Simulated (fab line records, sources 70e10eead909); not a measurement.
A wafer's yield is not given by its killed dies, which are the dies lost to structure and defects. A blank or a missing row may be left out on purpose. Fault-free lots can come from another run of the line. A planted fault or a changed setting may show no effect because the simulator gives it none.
Struck lot and sound lot, side by side || flow nand-harc || 14 out of 1302 route steps
Sound: the wafers L632.3, L632.5, L632.6. The struck wafers were L631.2, L631.5, L631.6. Last of all comes the cause.
Per side, at each step with rows, come the tool, then ch with its chambers, and then its first start. Under that, the readings that differ: sound wafers || struck wafers || difference of the means || sigmas: that difference in standard deviations of wafers without a fault.
alike: same words and numbers on both sides, and readings whose means sit less than 2 such deviations apart. not compared: any withheld reading, any reading some wafer has no value for, any bound like >300 that may hide the same value, and any number with overlapping values for which the record gives no deviation.
A row with sigmas, a row that says differs or no value, or rows on one side alone: a step with any of these is where the two part. Non-overlapping numbers with no deviation appear without sigmas and do not part them. A reading that every wafer of one side lacks parts them only if that side has two wafers or more.

first, 1 step without rows for these wafers: NHARC_A_CONTACT_STRIP_56 (strips in post etch residue remover, time 600 s).
NHARC_A_CONTACT_DEP_57: deposits aC, target thk 5300 nm.
  sound on acl-dep-01 ch 0, day 29 21:14; struck on acl-dep-03 ch 0, day 29 15:52
  alike: throttle-valve-pct
NHARC_A_CONTACT_DEP_58: deposits SiON, target thk 90 nm.
  sound on pecvd-01 ch 0,1, day 29 23:26; struck on pecvd-01 ch 1,2, day 29 18:35
  alike: heater-power-w
then, 9 steps without rows for these wafers: NHARC_A_CONTACT_DEHYDRATE_59 (time 120 s); NHARC_A_CONTACT_HMDS_60 (time 30 s); NHARC_A_CONTACT_COAT_61 (time 75 s); NHARC_A_CONTACT_COAT_62 (time 65 s); NHARC_A_CONTACT_COAT_63 (resist thk 90 nm); NHARC_A_CONTACT_SOFTBAKE_64 (time 55 s); NHARC_A_CONTACT_EBR_65; NHARC_A_CONTACT_EXPOSE_66 (exposes mask A CC 2); NHARC_A_CONTACT_PEB_67 (peb time 65 s).
NHARC_A_CONTACT_DEVELOP_68: develop time 35 s.
  sound on litho-track-04 ch 0, day 29 23:00; struck on litho-track-04, day 29 19:00
  no value came back on the struck wafers for chill-plate-temp-C (C), develop-time-s (s), resist-line-temp-C (C); on the sound wafers chill-plate-temp-C (C) reads 22.90 23.14 23.08
NHARC_A_CONTACT_CD_MEAS_69 targets a cd of 300 nm.
  sound on cd-sem-01 ch 0, day 29 23:59; struck on cd-sem-01 ch 0, day 29 19:16
{"reading": "cd-nm (nm)", "sound": "300.4 300.1 300.3", "struck": "- - -", "difference": "no value on the struck wafers", "sigmas": ""}

WHERE THEY PART
At NHARC_A_CONTACT_DEVELOP_68 first; at NHARC_A_CONTACT_CD_MEAS_69 last (within this record only).

WHY: the cause the simulator had injected
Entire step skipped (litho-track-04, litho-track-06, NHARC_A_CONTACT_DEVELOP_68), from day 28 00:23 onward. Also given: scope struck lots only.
